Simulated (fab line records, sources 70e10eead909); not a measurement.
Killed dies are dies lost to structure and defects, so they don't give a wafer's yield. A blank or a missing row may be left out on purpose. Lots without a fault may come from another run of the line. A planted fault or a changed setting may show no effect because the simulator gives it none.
fab line records | flow nand_harc | part 1 of 2: steps 1 to 4 of 6
record lots=21 wafers=63 last_day=34
route steps=1302 shown A_STAIRCASE@716
lots that met no fault: from a run of the same line without faults
start_h: hours from the record's first day to the start of the lot's first wafer shown | wait_h: hours since the lot's step before | " the same as in the row above | L1.1+2: a row that stands for several wafers | - no value, or no start given | * or withheld: withheld | < > ~ a bound
route shown NAME@n: a module of which the file shows steps, and the number in the route of the first | usual: mean/standard deviation of fault-free wafers | same: alike in all rows | chamber/n: place in a boat | sites: the reading at each site | _std_site: their standard deviation | _edge_site: outer sites' mean less inner sites' | radius_mm: how far each site lies from the wafer's centre | mask NAME#n: copy n | behind: the tool/chamber that last shaped the wafer | hold: why the lot was held/for how many hours/how that ended | device: the transistor (n, p or np) that didn't switch | end of line: the same wafers' tests at the end of the route | a step without rows: its recipe alone | killed: dies lost to structure and defects at the first sort, not the wafer's yield | map: a wafer's dies, x killed, . not, _ none there
set.NAME: the setting as run; set.NAME@STEP: as run at that earlier step | model.NAME: the simulator's own value behind a step, which no gauge read
steps of the route over a sample of lots; a table a step, a row a wafer
services: from which hour (start_h, from the record's first day; less than 0 if before it) a tool's chamber was out of use, for how many hours, and why
## steps
# step NHARC_A_STAIRCASE_TRIM_202
# recipe time_s=211.2 o2_flow_sccm=500 ar_flow_sccm=0 bias_w=0 chemistry=O2
# usual drypump_motor_current_A=6.0/0.33 mfc_ar_sccm=0.007/0.011 oes_product_au=1.004/0.013 rf_vpp_V=57.8/0.94 showerhead_plenum_p_Torr=3.55/0.16 throttle_valve_pct=17.036/0.0092
# columns lot.wafer tool chamber start_h wait_h drypump_motor_current_A mfc_ar_sccm oes_product_au rf_hours_counter_h rf_vpp_V showerhead_plenum_p_Torr throttle_valve_pct
L074.2 rie_diel-12 1 - - 5.7 0 1.004 24 57.1 3.37 17.026
L074.1 " 0 " " 6.1 0.006 0.998 26 58.1 3.63 17.037
L074.6 " 1 " " 5.8 0 0.997 - 58.1 3.37 17.034
L076.3 rie_diel-12 2 - - 5.4 0.034 1.026 28 57.8 3.44 17.036
L076.4 " 3 " " 5.7 0.019 1.014 30 58.6 3.58 17.038
L076.5 " 2 " " 5.4 0.034 1.025 - 58.4 3.44 17.051
L077.2 rie_diel-12 2 - - 5.4 0.034 1.027 36 57.1 3.43 17.022
L077.1 " 0 " " 6.0 0.006 1.008 35 58.5 3.62 17.030
L077.4 " 1 " " 5.7 0 0.998 33 56.9 3.37 17.033
L078.2 rie_diel-12 2 - - 5.4 0.034 1.024 36 56.6 3.43 17.039
L078.6 " 3 " " 5.7 0.019 1.020 - 58.4 3.58 17.026
L078.5 " 0 " " 6.1 0.006 1.003 - 59.0 3.62 17.023
L080.2 rie_diel-13 1 - - 6.5 0 0.989 16 57.9 3.80 17.070
L080.4 " 3 " " 5.6 0 1.005 20 57.7 3.30 17.041
L080.6 " 1 " " 6.5 0 0.982 - 58.4 3.80 17.031
L081.1 rie_diel-03 1 - - 6.2 0.003 0.981 50 55.7 3.27 17.035
L081.6 " 3 " " 5.9 0 1.007 - 58.1 3.71 17.042
L081.5 " 0 " " 6.2 0 1.008 - 55.9 3.44 17.028
L082.1 rie_diel-03 2 - - 6.0 0 1.004 58 57.2 3.37 17.032
L082.4 " 0 " " 6.2 0 1.030 56 57.4 3.44 17.036
L082.5 " 2 " " 6.0 0 1.005 - 58.7 3.37 17.031
L083.3 rie_diel-03 0 - - 6.2 0 1.017 56 58.2 3.44 17.030
L083.1 " 3 " " 5.9 0 1.005 61 59.2 3.70 17.021
L083.5 " 0 " " 6.2 0 1.023 - 57.9 3.44 17.029
L084.2 rie_diel-12 3 - - 5.7 0.019 1.000 5 58.8 3.56 17.030
L084.6 " 0 " " 6.1 0.006 1.008 - 57.7 3.61 17.031
L084.5 " 1 " " 5.7 0 0.977 - 58.2 3.36 17.031
L085.3 rie_diel-13 0 - - 6.3 0.018 0.998 42 57.7 3.60 17.023
L085.2 " 1 " " 6.5 0 0.992 29 57.4 3.79 17.030
L085.5 " 2 " " 6.5 0 1.015 - 58.0 3.50 17.034
L086.2 rie_diel-03 2 - - 6.0 0 0.987 3 57.9 3.36 17.039
L086.4 " 0 " " 6.2 0 1.026 3 58.0 3.43 17.037
L086.5 " 2 " " 6.0 0 0.992 - 56.9 3.36 17.045
L087.2 rie_diel-03 0 - - 6.2 0 1.025 7 57.4 3.43 17.025
L087.1 " 3 " " 5.9 0 0.985 6 57.4 3.70 17.031
L087.5 " 1 " " 6.2 0.003 1.007 - 57.9 3.80 17.042
L090.3 rie_diel-13 2 - - 6.5 0 0.999 1 56.9 3.49 17.039
L090.1 " 3 " " 5.6 0 0.996 0 58.3 3.81 17.050
L090.5 " 1 " " 6.4 0 0.992 - 59.2 3.78 17.048
L089.1 rie_diel-03 1 - - 6.2 0.003 1.006 17 58.6 3.80 17.039
L089.5 " 1 " " 6.2 0.003 1.005 - 58.9 3.80 17.012
L089.6 " 2 " " 6.0 0 0.999 - 57.9 3.35 17.037
L091.4 rie_diel-03 1 - - 6.2 0.003 1.003 19 57.9 3.80 17.042
L091.5 " 3 " " 5.9 0 0.988 - 59.0 3.69 17.047
L091.6 " 0 " " 6.2 0 1.040 - 56.6 3.42 17.042
L093.2 rie_diel-13 2 - - 6.5 0 0.998 10 56.5 3.49 17.047
L093.6 " 3 " " 5.6 0 1.002 - 58.3 3.80 17.041
L093.5 " 0 " " 6.4 0.018 1.024 - 58.1 3.59 17.035
L092.3 rie_diel-13 3 - - 5.6 0 0.997 11 58.2 3.80 17.041
L092.1 " 0 " " 6.4 0.018 1.025 10 57.2 3.59 17.037
L092.5 " 1 " " 6.4 0 0.992 - 59.8 3.78 17.053
L094.3 rie_diel-03 3 - - 5.9 0 1.001 31 57.8 3.68 17.035
L094.2 " 0 " " 6.2 0 1.024 27 56.5 3.42 17.034
L094.5 " 2 " " 6.0 0 0.992 - 57.4 3.35 17.032
L096.1 rie_diel-12 1 - - 5.7 0 0.989 40 56.5 3.34 17.026
L096.4 " 3 " " 5.7 0.019 1.004 41 55.9 3.54 17.033
L096.6 " 0 " " 6.0 0.006 1.003 - 56.8 3.59 17.039
L097.4 rie_diel-13 0 - - 6.3 0.018 1.016 20 59.0 3.58 17.041
L097.2 " 1 " " 6.4 0 0.992 18 57.9 3.77 17.039
L097.3 " 2 " " 6.5 0 0.997 20 58.1 3.48 17.026
L095.4 rie_diel-12 3 - - 5.7 0.019 1.008 42 57.8 3.54 17.043
L095.1 " 0 " " 6.1 0.006 1.020 39 58.2 3.59 17.042
L095.6 " 2 " " 5.4 0.034 0.999 - 58.2 3.40 17.043
# step NHARC_A_STAIRCASE_TRIM_220
# recipe time_s=211.2 o2_flow_sccm=500 ar_flow_sccm=0 bias_w=0 chemistry=O2
# usual drypump_motor_current_A=5.99/0.26 mfc_ar_sccm=0.005/0.0092 oes_product_au=1.004/0.014 rf_vpp_V=57.8/0.87 showerhead_plenum_p_Torr=3.52/0.17 throttle_valve_pct=17.036/0.0087
# columns lot.wafer tool chamber start_h wait_h drypump_motor_current_A mfc_ar_sccm oes_product_au rf_hours_counter_h rf_vpp_V showerhead_plenum_p_Torr throttle_valve_pct
L074.1 rie_diel-03 1 356.82 0.1 6.20 0.003 0.986 28 56.2 3.28 17.035
L074.2 " 2 " " 6.00 0 1.011 28 56.5 3.38 17.044
L074.6 " 0 " " 6.16 0 1.030 - 57.9 3.45 17.036
L076.4 rie_diel-03 3 372.31 0.1 5.88 0 0.990 33 60.4 3.72 17.042
L076.3 " 0 " " 6.17 0 1.027 32 58.3 3.45 17.028
L076.5 " 3 " " 5.91 0 1.000 - 58.6 3.72 17.035
L077.1 rie_diel-03 0 390.41 0.1 6.15 0 1.018 39 57.5 3.45 17.041
L077.4 " 2 " " 6.01 0 1.010 39 58.0 3.38 17.037
L077.2 " 3 " " 5.92 0 1.017 40 58.5 3.72 17.029
L078.2 rie_diel-03 3 391.73 0.1 5.89 0 1.018 41 59.0 3.71 17.039
L078.6 " 2 " " 5.99 0 1.016 - 58.5 3.38 17.029
L078.5 " 3 " " 5.90 0 1.018 - 57.3 3.71 17.031
L080.2 rie_diel-03 0 406.53 0.1 6.17 0 1.012 48 57.5 3.44 17.023
L080.4 " 1 " " 6.20 0.003 0.985 46 56.6 3.27 17.022
L080.6 " 2 " " 6.00 0 0.989 - 56.2 3.37 17.037
L081.1 rie_diel-03 1 423.68 0.1 6.21 0.003 0.983 50 57.2 3.27 17.034
L081.5 " 1 " " 6.19 0.003 0.988 - 56.7 3.27 17.034
L081.6 " 2 " " 5.97 0 1.001 - 56.3 3.37 17.030
L082.1 rie_diel-12 2 445.34 0.1 5.40 0.034 1.023 53 58.4 3.42 17.049
L082.4 " 3 " " 5.68 0.019 1.009 55 58.8 3.57 17.027
L082.5 " 3 " " 5.69 0.019 1.014 - 57.3 3.57 17.029
L083.3 rie_diel-12 3 446.45 0.1 5.69 0.019 1.021 55 57.4 3.57 17.041
L083.1 " 1 " " 5.76 0 1.002 44 57.1 3.36 17.043
L083.5 " 0 " " 6.09 0.006 1.002 - 58.8 3.61 17.021
L084.2 rie_diel-12 2 466.36 0.1 5.40 0.034 0.994 5 56.5 3.42 17.032
L084.5 " 0 " " 6.05 0.006 1.009 - 58.1 3.61 17.022
L084.6 " 1 " " 5.75 0 0.986 - 57.2 3.36 17.039
L085.2 rie_diel-03 3 470.03 0.1 5.95 0 0.994 0 57.7 3.70 17.041
L085.3 " 2 " " 5.98 0 0.993 0 57.0 3.36 17.043
L085.5 " 0 " " 6.16 0 1.016 - 58.0 3.43 17.039
L086.4 rie_diel-12 0 475.50 0.1 6.05 0.006 1.001 11 58.6 3.61 17.053
L086.2 " 3 " " 5.66 0.019 0.981 9 58.2 3.56 17.049
L086.5 " 0 " " 6.06 0.006 1.002 - 56.9 3.60 17.042
L087.1 rie_diel-13 0 499.96 0.1 6.33 0.018 1.003 53 57.2 3.59 17.034
L087.2 " 2 " " 6.48 0 1.015 52 55.5 3.49 17.035
L087.5 " 0 " " 6.31 0.018 0.993 - 58.3 3.59 17.021
L090.3 rie_diel-03 1 531.63 0.1 6.19 0.003 1.010 18 58.7 3.80 17.020
L090.1 " 2 " " 5.99 0 0.991 20 57.7 3.35 17.040
L090.5 " 1 " " 6.17 0.003 1.007 - 58.9 3.80 17.035
L089.1 rie_diel-13 3 531.83 0.1 5.60 0 1.004 1 57.7 3.81 17.029
L089.5 " 3 " " 5.58 0 1.001 - 60.0 3.81 17.034
L089.6 " 0 " " 6.32 0.018 1.019 - 57.2 3.59 17.051
L091.4 rie_diel-03 0 535.96 0.1 6.17 0 1.032 20 58.6 3.42 17.035
L091.5 " 3 " " 5.93 0 0.995 - 58.4 3.69 17.024
L091.6 " 0 " " 6.16 0 1.033 - 57.9 3.42 17.037
L093.2 rie_diel-03 2 548.75 0.2 6.01 0 1.000 27 58.2 3.35 17.052
L093.6 " 0 " " 6.16 0 1.015 - 56.7 3.42 17.035
L093.5 " 1 " " 6.17 0.003 1.006 - 59.0 3.79 17.044
L092.1 rie_diel-13 3 551.82 0.1 5.60 0 0.995 12 59.1 3.80 17.041
L092.3 " 0 " " 6.32 0.018 1.021 11 58.5 3.59 17.018
L092.5 " 2 " " 6.48 0 1.002 - 57.8 3.48 17.028
L094.2 rie_diel-12 1 558.31 0.1 5.76 0 0.986 33 58.2 3.34 17.020
L094.3 " 3 " " 5.68 0.019 1.001 33 56.6 3.55 17.043
L094.5 " 0 " " 6.06 0.006 1.003 - 57.3 3.59 17.056
L096.1 rie_diel-13 3 582.14 0.1 5.57 0 0.994 22 60.4 3.80 17.040
L096.4 " 2 " " 6.48 0 1.006 20 58.4 3.48 17.028
L096.6 " 0 " " 6.33 0.018 1.019 - 57.8 3.58 17.037
L097.4 rie_diel-12 2 582.57 0.1 5.41 0.034 0.986 37 57.6 3.40 17.038
L097.3 " 0 " " 6.07 0.006 1.005 38 57.7 3.59 17.033
L097.2 " 1 " " 5.73 0 0.989 40 57.7 3.34 17.039
L095.1 rie_diel-03 2 585.43 0.1 6.00 0 0.980 40 57.4 3.34 17.034
L095.4 " 0 " " 6.16 0 1.022 36 58.1 3.42 17.038
L095.6 " 3 " " 5.90 0 0.995 - 57.3 3.68 17.042
# step NHARC_A_STAIRCASE_ETCH_225
# recipe target_depth_a=1000 time_s=40.5 ion_energy_ev=400 c4f8_flow_sccm=20 o2_flow_sccm=10 ar_flow_sccm=withheld rf_w=600 bias_w=1000 chemistry=C4F8/O2
# usual oes_product_au=0.945/0.015 rf_vpp_V=896/6.1
# columns lot.wafer tool chamber start_h wait_h oes_product_au rf_hours_counter_h rf_vpp_V
L074.2 rie_diel-03 1 - - 0.915 29 887
L074.1 " 3 " " 0.947 29 903
L074.6 " 2 " " 0.940 - 894
L076.4 rie_diel-03 2 - - 0.954 34 889
L076.3 " 3 " " 0.950 34 902
L076.5 " 2 " " 0.953 - 891
L077.4 rie_diel-03 3 - - 0.951 40 905
L077.2 " 0 " " 0.952 40 893
L077.1 " 2 " " 0.948 39 889
L078.2 rie_diel-03 1 - - 0.917 39 886
L078.6 " 2 " " 0.930 - 891
L078.5 " 3 " " 0.949 - 902
L080.4 rie_diel-03 0 - - 0.958 48 893
L080.2 " 1 " " 0.931 46 888
L080.6 " 0 " " 0.963 - 892
L081.1 rie_diel-03 1 - - 0.925 50 886
L081.6 " 1 " " 0.924 - 887
L081.5 " 2 " " 0.933 - 891
L082.4 rie_diel-12 0 - - 0.971 58 901
L082.1 " 1 " " 0.949 44 890
L082.5 " 0 " " 0.962 - 898
L083.1 rie_diel-13 3 - - 0.977 34 888
L083.3 " 0 " " 0.959 31 899
L083.5 " 3 " " 0.977 - 888
L084.2 rie_diel-12 1 - - 0.934 6 890
L084.5 " 1 " " 0.928 - 890
L084.6 " 2 " " 0.931 - 891
L085.2 rie_diel-03 1 - - 0.929 1 906
L085.3 " 3 " " 0.909 1 902
L085.5 " 2 " " 0.921 - 890
L086.2 rie_diel-12 0 - - 0.940 11 899
L086.4 " 2 " " 0.944 9 891
L086.5 " 0 " " 0.944 - 899
L087.1 rie_diel-13 2 - - 0.945 53 895
L087.2 " 0 " " 0.921 54 899
L087.5 " 1 " " 0.922 - 904
L090.1 rie_diel-03 3 - - 0.929 20 902
L090.3 " 0 " " 0.956 18 892
L090.5 " 1 " " 0.960 - 905
L089.1 rie_diel-13 3 - - 0.940 1 904
L089.6 " 2 " " 0.939 - 893
L089.5 " 3 " " 0.941 - 907
L091.4 rie_diel-03 2 - - 0.946 22 889
L091.6 " 2 " " 0.930 - 889
L091.5 " 3 " " 0.942 - 902
L093.2 rie_diel-03 2 - - 0.936 28 889
L093.5 " 0 " " 0.963 - 894
L093.6 " 1 " " 0.955 - 906
L092.3 rie_diel-13 2 - - 0.946 12 895
L092.1 " 0 " " 0.963 11 898
L092.5 " 2 " " 0.946 - 895
L094.3 rie_diel-12 0 - - 0.946 31 899
L094.2 " 2 " " 0.918 29 891
L094.5 " 1 " " 0.923 - 891
L096.4 rie_diel-13 2 - - 0.953 21 896
L096.1 " 0 " " 0.978 20 899
L096.6 " 2 " " 0.955 - 896
L097.2 rie_diel-12 2 - - 0.937 38 891
L097.3 " 3 " " 0.938 42 897
L097.4 " 0 " " 0.940 38 898
L095.4 rie_diel-03 3 - - 0.944 35 902
L095.1 " 0 " " 0.966 36 894
L095.6 " 0 " " 0.980 - 890
# step NHARC_A_STAIRCASE_TRIM_229
# recipe time_s=211.2 o2_flow_sccm=500 ar_flow_sccm=0 bias_w=0 chemistry=O2
# usual drypump_motor_current_A=6.1/0.31 mfc_ar_sccm=0.005/0.0088 oes_product_au=1.004/0.015 rf_vpp_V=57.8/0.91 showerhead_plenum_p_Torr=3.55/0.17 throttle_valve_pct=17.038/0.0092
# columns lot.wafer tool chamber start_h wait_h drypump_motor_current_A mfc_ar_sccm oes_product_au rf_hours_counter_h rf_vpp_V showerhead_plenum_p_Torr throttle_valve_pct
L074.2 rie_diel-12 3 358.42 0.1 5.7 0.019 1.010 28 59.0 3.58 17.024
L074.1 " 1 " " 5.7 0 0.990 25 59.9 3.37 17.047
L074.6 " 2 " " 5.4 0.034 1.034 - 56.3 3.44 17.038
L076.4 rie_diel-13 0 373.59 0.1 6.3 0.018 0.993 6 57.5 3.62 17.028
L076.3 " 1 " " 6.4 0 0.993 6 57.7 3.80 17.034
L076.5 " 2 " " 6.5 0 1.003 - 56.9 3.52 17.048
L077.4 rie_diel-03 0 391.47 0.1 6.2 0 1.026 40 57.8 3.45 17.040
L077.2 " 1 " " 6.2 0.003 0.992 39 58.7 3.28 17.053
L077.1 " 2 " " 6.0 0 1.007 39 57.1 3.38 17.040
L078.2 rie_diel-03 0 393.02 0.2 6.2 0 1.020 41 57.7 3.45 17.032
L078.6 " 1 " " 6.2 0.003 0.990 - 58.7 3.27 17.042
L078.5 " 2 " " 6.0 0 1.011 - 58.3 3.38 17.034
L080.4 rie_diel-13 1 407.52 0.1 6.5 0 0.997 16 58.1 3.80 17.041
L080.2 " 2 " " 6.5 0 1.004 20 58.2 3.51 17.053
L080.6 " 1 " " 6.5 0 0.983 - 58.2 3.80 17.053
L081.1 rie_diel-13 3 424.74 0.1 5.5 0 1.002 24 58.2 3.30 17.035
L081.5 " 2 " " 6.5 0 1.002 - 57.8 3.51 17.041
L081.6 " 3 " " 5.6 0 1.005 - 57.9 3.30 17.028
L082.4 rie_diel-03 0 446.36 0.1 6.2 0 1.042 57 56.6 3.44 17.029
L082.1 " 2 " " 6.0 0 1.006 59 58.1 3.37 17.036
L082.5 " 0 " " 6.2 0 1.033 - 56.8 3.44 17.050
L083.1 rie_diel-03 3 447.61 0.1 5.9 0 1.008 62 58.2 3.70 17.046
L083.3 " 2 " " 6.0 0 0.989 59 56.6 3.37 17.055
L083.5 " 0 " " 6.2 0 1.027 - 58.4 3.44 17.023
L084.2 rie_diel-13 0 467.64 0.1 6.3 0.018 1.003 42 57.1 3.60 17.041
L084.6 " 2 " " 6.5 0 1.004 - 57.5 3.50 17.038
L084.5 " 3 " " 5.6 0 1.009 - 58.0 3.29 17.020
L085.2 rie_diel-03 3 472.01 0.1 5.9 0 0.994 2 57.4 3.70 17.025
L085.3 " 1 " " 6.2 0.003 1.004 2 56.7 3.81 17.029
L085.5 " 3 " " 5.9 0 0.994 - 59.6 3.70 17.021
L086.2 rie_diel-03 1 476.66 0.1 6.2 0.003 1.019 3 59.0 3.81 17.031
L086.4 " 2 " " 6.0 0 0.989 3 56.3 3.36 17.047
L086.5 " 1 " " 6.2 0.003 1.018 - 58.9 3.81 17.046
L087.1 rie_diel-03 0 501.47 0.1 6.2 0 1.028 8 57.3 3.43 17.028
L087.2 " 2 " " 6.0 0 0.984 7 56.6 3.36 17.045
L087.5 " 0 " " 6.2 0 1.017 - 58.2 3.43 17.024
L090.3 rie_diel-03 3 532.81 0.1 5.9 0 0.988 21 57.8 3.69 17.033
L090.1 " 2 " " 6.0 0 0.992 20 58.1 3.35 17.042
L090.5 " 3 " " 5.9 0 0.994 - 57.8 3.69 17.047
L089.1 rie_diel-13 1 532.87 0.1 6.4 0 0.987 2 57.2 3.78 17.046
L089.5 " 0 " " 6.3 0.018 1.016 - 56.9 3.59 17.042
L089.6 " 1 " " 6.4 0 0.988 - 57.2 3.78 17.037
L091.4 rie_diel-13 3 536.97 0.1 5.5 0 0.998 3 57.3 3.81 17.037
L091.5 " 3 " " 5.5 0 0.992 - 57.8 3.81 17.032
L091.6 " 0 " " 6.3 0.018 1.019 - 57.2 3.59 17.034
L093.2 rie_diel-13 3 550.41 0.1 5.6 0 0.995 12 57.1 3.80 17.033
L093.6 " 1 " " 6.4 0 0.996 - 58.4 3.78 17.034
L093.5 " 2 " " 6.5 0 1.004 - 59.5 3.48 17.031
L092.3 rie_diel-12 0 552.85 0.1 6.1 0.006 1.000 29 58.9 3.59 17.050
L092.1 " 3 " " 5.7 0.019 0.999 31 58.9 3.55 17.044
L092.5 " 0 " " 6.1 0.006 0.996 - 59.1 3.59 17.053
L094.3 rie_diel-12 1 559.36 0.1 5.7 0 0.987 34 56.6 3.34 17.051
L094.2 " 2 " " 5.4 0.034 0.986 29 57.9 3.41 17.039
L094.5 " 3 " " 5.7 0.019 1.014 - 56.6 3.55 17.033
L096.4 rie_diel-03 3 583.18 0.1 5.9 0 1.008 34 58.9 3.68 17.028
L096.1 " 0 " " 6.2 0 1.023 36 57.3 3.42 17.046
L096.6 " 3 " " 5.9 0 1.006 - 58.0 3.68 17.047
L097.4 rie_diel-13 3 583.77 0.1 5.6 0 0.992 22 58.6 3.79 17.021
L097.2 " 0 " " 6.3 0.018 1.021 20 58.0 3.58 17.028
L097.3 " 1 " " 6.4 0 0.992 19 58.2 3.77 17.046
L095.1 rie_diel-13 0 586.47 0.1 6.3 0.018 1.014 21 57.5 3.58 17.036
L095.4 " 1 " " 6.4 0 0.989 19 58.7 3.77 17.035
L095.6 " 3 " " 5.6 0 0.993 - 58.8 3.79 17.033
